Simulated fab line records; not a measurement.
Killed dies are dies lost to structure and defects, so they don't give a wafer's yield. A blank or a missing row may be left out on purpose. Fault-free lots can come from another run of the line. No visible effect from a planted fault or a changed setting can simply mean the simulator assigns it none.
A struck lot beside a sound one :: flow n5_finfet :: 15 out of 1938 route steps
Sound: wafers L669.1, L669.3, L669.4. Struck: wafers L655.2, L655.3, L655.6. The cause is named last.
Order at every step that has rows: each side's tool, ch and its chambers, its first start. Under that, the readings that differ: sound wafers :: struck wafers :: difference of the means :: sigmas: that difference in standard deviations of wafers without a fault.
alike: words and numbers the same on both sides, and readings whose means are apart by under 2 such deviations; not compared: readings that were withheld, readings missing a value for some wafer, numbers with overlapping values and no deviation given by the record, and bounds like >300 which may hide the same value.
A row with sigmas, a row that says differs or no value, or rows on one side alone: a step with any of these is where the two part. When numbers do not overlap yet have no deviation, they are printed without sigmas and do not part them. A reading missing from all wafers of one side parts the sides only when that side holds two or more wafers.

first, 10 steps without rows for these wafers: N5_HKMG_FIN_DESCUM_17 (chemistry O2, time 7.9 s); N5_HKMG_FIN_ETCH_31 (etches SiARC in CF4, target depth 45.5 nm, time 75.8 s); N5_HKMG_FIN_ETCH_32 (etches SOC in N2/H2, target depth 240 nm, time 300 s); N5_HKMG_FIN_STRIP_33 (strips in N2/H2); N5_HKMG_FIN_STRIP_34 (strips in CF4); N5_HKMG_FIN_ETCH_35 (etches SOC in N2/H2, target depth 215.8 nm, time 243.4 s); N5_HKMG_FIN_STRIP_92 (strips SOC in N2/H2, time 20 s); N5_HKMG_FIN_WET_ETCH_18 (etches TiN in SC1, time 55 s, target depth 5.2 nm, rinse time 30 s); N5_HKMG_FIN_STRIP_19 (strips in N2/H2, time 360 s); N5_HKMG_FIN_ALD_91 (deposits TiN, target thk 1 nm, pulse time 1 s, purge time 3 s).
N5_HKMG_FIN_COAT_85: time 60 s, resist thk 300 nm.
  sound on litho_track-04 ch 0, day 9 10:28; struck on litho_track-04 ch 0, day 6 02:27
reading: spin_speed_rpm (rpm)
sound: 1500.0 1499.9 1499.7
struck: 1785.0 1785.6 1785.3
difference: +285.4
sigmas: +99 or more

reading: model.SOC_of_HKMG_FIN_COAT_85.thk_nm (nm)
sound: 302.6 302.2 301.8
struck: 274.8 274.4 273.4
difference: -28.0
sigmas: 
N5_HKMG_FIN_ETCH_86: etches SOC in N2/H2, stops on TiN, target depth 393.2 nm.
  sound on rie_diel-04 ch 0,1,3, day 9 10:32; struck on rie_diel-03 ch 1,2,3, day 6 02:31
reading: rf_vpp_V (V)
sound: 238.0 240.3 239.7
struck: 242.6 240.8 242.3
difference: +2.6
sigmas: +2

reading: showerhead_plenum_p_Torr (Torr)
sound: 2.40 2.46 2.39
struck: 2.69 2.50 2.61
difference: +0.18
sigmas: +2
  alike: drypump_motor_current_A, h2_flow_sccm, oes_product_au, throttle_valve_pct
  not compared: rf_hours_counter_h, model.TiN_of_HKMG_FIN_ALD_91.thk_nm
then, 1 step without rows for these wafers: N5_HKMG_FIN_STRIP_89 (strips SOC in N2/H2, time 20 s).
-- record jumps: 8 days separate the struck wafers' starts on either side; left off in module HKMG_FIN, taken up again in module BEOL_M4, whose first shown step is the route's number 1111 --
N5_BEOL_M4_RC_MEAS_101:
  sound on prober-01 ch 0, day 13 12:19; struck on prober-01 ch 0, day 13 23:21
  alike: DIBL_N, DIBL_P, IOFF_N, IOFF_P, ION_N, ION_P, SS_N, SS_P, VT_N, VT_P
-- record jumps: 5 days separate the struck wafers' starts on either side; left off in module BEOL_M4, taken up again in module PASSIVATION, whose first shown step is the route's number 1936 --
N5_PASSIVATION_PROBE_49:
  the record has rows for the struck wafers here (prober-01, day 18 15:49) and none for the sound ones

## WHERE THEY PART
Earliest at N5_HKMG_FIN_COAT_85; latest, in this record, at N5_PASSIVATION_PROBE_49.

WHY: what had been put in by the simulator
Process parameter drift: litho_track-04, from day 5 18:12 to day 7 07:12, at N5_HKMG_FIN_COAT_85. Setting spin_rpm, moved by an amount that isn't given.
